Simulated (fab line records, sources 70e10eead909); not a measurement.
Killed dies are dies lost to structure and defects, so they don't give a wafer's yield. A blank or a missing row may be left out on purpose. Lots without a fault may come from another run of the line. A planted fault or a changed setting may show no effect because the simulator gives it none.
Which tool did it? | flow nand_harc | 6 lots, 18 wafers sampled, at 5 steps of a route of 1302

WHAT THE GAUGES READ, wafer by wafer
NHARC_END_SORT_01.
lot  | measured     | on        | killed_at_array
L489 | day 27 22:22 | prober-02 | 674 674 673
L492 | day 29 17:34 | prober-02 | 673 671 669

WHICH TOOL RAN EACH LOT (tool, then ch and the chambers of the sampled wafers, then the start)
lot  | NHARC_A_STAIRCASE_DEP_156       | NHARC_A_STAIRCASE_ETCH_13          | NHARC_A_STAIRCASE_TRIM_16                     | NHARC_A_STAIRCASE_ETCH_17
L483 | pecvd-04 ch 0,1,2, day 17 02:31 | rie_diel-13 ch 0,1, day 17 05:35   | rie_diel-13 ch 0,3, no start                  | rie_diel-13 ch 0,3, no start
L485 | pecvd-01 ch 0,1, day 17 22:10   | rie_diel-13 ch 0,1, day 18 01:17   | rie_diel-13 ch 1,2,3, no start                | rie_diel-13 ch 0,1,3, no start
L489 | pecvd-01 ch 0,1, day 19 14:43   | rie_diel-13 ch 0,1,3, day 19 17:40 | rie_diel-13 ch 0,2,3, day 27 22:22 or earlier | rie_diel-13 ch 1,2,3, day 27 22:22 or earlier
L492 | pecvd-01 ch 0,1, day 20 14:33   | rie_diel-13 ch 0,1,3, day 20 18:06 | rie_diel-13 ch 0,1, day 29 17:34 or earlier   | rie_diel-13 ch 0,2, day 29 17:34 or earlier
L500 | pecvd-04 ch 0,2, day 24 02:06   | rie_diel-13 ch 0,1,3, day 24 05:10 | rie_diel-13 ch 0,3, no start                  | rie_diel-13 ch 1,2,3, no start
L502 | pecvd-01 ch 0,1, day 24 18:22   | rie_diel-04 ch 1,2,3, day 24 21:23 | rie_diel-04 ch 1,2,3, no start                | rie_diel-04 ch 0,1,2, no start
- NHARC_A_STAIRCASE_DEP_156: deposits SiNx, target thk 50 nm.
- NHARC_A_STAIRCASE_ETCH_13: etches the open film in C4F8/O2, target depth 100 nm, time 40.5 s.
- NHARC_A_STAIRCASE_TRIM_16: chemistry O2, time 211.2 s.
- NHARC_A_STAIRCASE_ETCH_17: etches the open film in C4F8/O2, target depth 100 nm, time 40.5 s.

THE ANSWER, worked out from the rows above alone
Rule: what is usual is taken from the lots themselves. Put in order of their means at a reading, lots are off if they are a third of the lots or fewer, leave a main group of 4 or more, and stand apart from it by a gap of 3 or more times the standard deviation of the main group's means; of several such gaps the widest counts. A main group whose means are all the same, to the digits that the tables above print for the reading, isn't used. A lot without any number at a reading at which 4 lots or more have one is off too. The other lots that the step has rows for count as sound.
No lot is off at any reading shown: from this, nothing can be told.

WHAT THE SIMULATOR HAD PUT IN
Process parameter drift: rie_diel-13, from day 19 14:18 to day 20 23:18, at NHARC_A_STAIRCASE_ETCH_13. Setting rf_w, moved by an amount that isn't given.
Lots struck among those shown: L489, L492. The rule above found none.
